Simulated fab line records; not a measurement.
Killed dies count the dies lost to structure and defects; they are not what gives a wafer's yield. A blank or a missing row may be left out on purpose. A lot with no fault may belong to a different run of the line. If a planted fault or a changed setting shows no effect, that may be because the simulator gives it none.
3 desks looking at one fault || flow nand-harc || each desk has only its own numbers; what lay behind them comes last

== THE DEFECT DESK ==
Lot by lot, what the route's inspections counted, given as the mean of those sampled wafers with a number. Marked OUT: a lot whose mean sits more than 4 standard deviations from the usual mean, which makes it out of limits; the brackets give that distance.
Columns: A = raw-defect-count at NHARC_A_CHANNEL_HOLE_D2_INSPECT_40, usual 281
{"lot": "L200", "first seen here": "day 14 03:34", "A": 232}
{"lot": "L202", "first seen here": "day 14 09:28", "A": 386}
{"lot": "L203", "first seen here": "day 14 11:02", "A": 424}
{"lot": "L205", "first seen here": "day 15 12:43", "A": 333}
{"lot": "L208", "first seen here": "day 17 03:34", "A": "1692 (+14) OUT"}
{"lot": "L210", "first seen here": "day 17 23:46", "A": "1601 (+13) OUT"}
{"lot": "L217", "first seen here": "day 21 04:23", "A": 241}
{"lot": "L218", "first seen here": "day 21 07:57", "A": 245}
{"lot": "L219", "first seen here": "day 21 16:34", "A": 232}
{"lot": "L221", "first seen here": "day 22 17:16", "A": 181}
{"lot": "L223", "first seen here": "day 22 18:40", "A": 346}
{"lot": "L222", "first seen here": "day 22 22:54", "A": 517}
This desk's verdict: out of limits on L208, L210, starting with L208 at day 17 03:34 (raw-defect-count at NHARC_A_CHANNEL_HOLE_D2_INSPECT_40). L200, L202, L203, L205, L217, L218, L219, L221, L223, L222 stayed within limits.

== METROLOGY DESK ==
What the gauges read for every lot (on any tool): the sampled wafers with a number, averaged. Marked OUT: a lot whose mean sits more than 4 standard deviations from the usual mean, which makes it out of limits; the brackets give that distance.
Columns: A = thk-nm at NHARC_A_ONON_D2_THK_MEAS_14, usual 1002 nm
{"lot": "L200", "first seen here": "day 13 04:14", "A": 1014}
{"lot": "L203", "first seen here": "day 13 10:04", "A": 1000}
{"lot": "L202", "first seen here": "day 13 10:07", "A": 996}
{"lot": "L205", "first seen here": "day 14 11:25", "A": 1002}
{"lot": "L208", "first seen here": "day 15 23:54", "A": 1005}
{"lot": "L210", "first seen here": "day 16 19:49", "A": 1010}
{"lot": "L217", "first seen here": "day 19 22:49", "A": 1019}
{"lot": "L218", "first seen here": "day 19 22:59", "A": 1006}
{"lot": "L219", "first seen here": "day 20 16:47", "A": 973}
{"lot": "L221", "first seen here": "day 21 19:38", "A": 995}
{"lot": "L223", "first seen here": "day 21 19:46", "A": 997}
{"lot": "L222", "first seen here": "day 22 01:38", "A": 1001}
This desk's verdict: no lot among the 12 shows anything out of limits.

== FOR THE TOOL OWNER'S DESK: har-etch-01 ==
The tool's own readings at NHARC_A_CHANNEL_HOLE_D2_ETCH_22 (etches the open film in C4F8/O2/Ar, time 666.7 s, target depth 1600 nm): means of the sampled wafers that have a number, for each lot that ran on this tool. Marked OUT: a lot whose mean sits more than 4 standard deviations from the usual mean, which makes it out of limits; the brackets give that distance.
Columns: A = drypump-motor-current-A at NHARC_A_CHANNEL_HOLE_D2_ETCH_22, usual 5.74 A; B = showerhead-plenum-p-Torr at NHARC_A_CHANNEL_HOLE_D2_ETCH_22, usual 3.65 Torr; C = throttle-valve-pct at NHARC_A_CHANNEL_HOLE_D2_ETCH_22, usual 32.154 %
{"lot": "L200", "first seen here": "day 13 22:38", "A": 5.60, "B": 3.59, "C": 32.151}
{"lot": "L203", "first seen here": "day 14 06:22", "A": 5.59, "B": 3.56, "C": 32.159}
{"lot": "L205", "first seen here": "day 15 07:58", "A": 5.58, "B": 3.55, "C": 32.150}
{"lot": "L208", "first seen here": "day 16 22:43", "A": 5.58, "B": 3.54, "C": 32.154}
{"lot": "L210", "first seen here": "day 17 18:56", "A": 5.59, "B": 3.53, "C": 32.147}
{"lot": "L218", "first seen here": "day 21 03:07", "A": 5.60, "B": 3.54, "C": 32.158}
{"lot": "L223", "first seen here": "day 22 13:56", "A": 5.59, "B": 3.49, "C": 32.148}
{"lot": "L222", "first seen here": "day 22 17:59", "A": 5.59, "B": 3.49, "C": 32.159}
This desk's verdict: no lot among the 8 shows anything out of limits.

== PUT TOGETHER ==
The defect desk could have raised an alarm at day 17 03:34, on L208, L210.
Nothing out of limits was seen by the metrology desk.
Nothing out of limits was seen by the tool owner's desk.
The metrology desk holds a record of L208, L210, inside its limits.
On record at the tool owner's desk: L208, L210, within its limits.
Of the lots named, all ran NHARC_A_CHANNEL_HOLE_D2_ETCH_22 on har-etch-01.

== WHAT THE SIMULATOR HAD PUT IN ==
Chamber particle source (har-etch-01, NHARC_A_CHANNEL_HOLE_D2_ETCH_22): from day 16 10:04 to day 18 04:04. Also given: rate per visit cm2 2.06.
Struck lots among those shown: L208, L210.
Hours from the fault's start to each desk's first reading out of limits: the defect desk, 17.
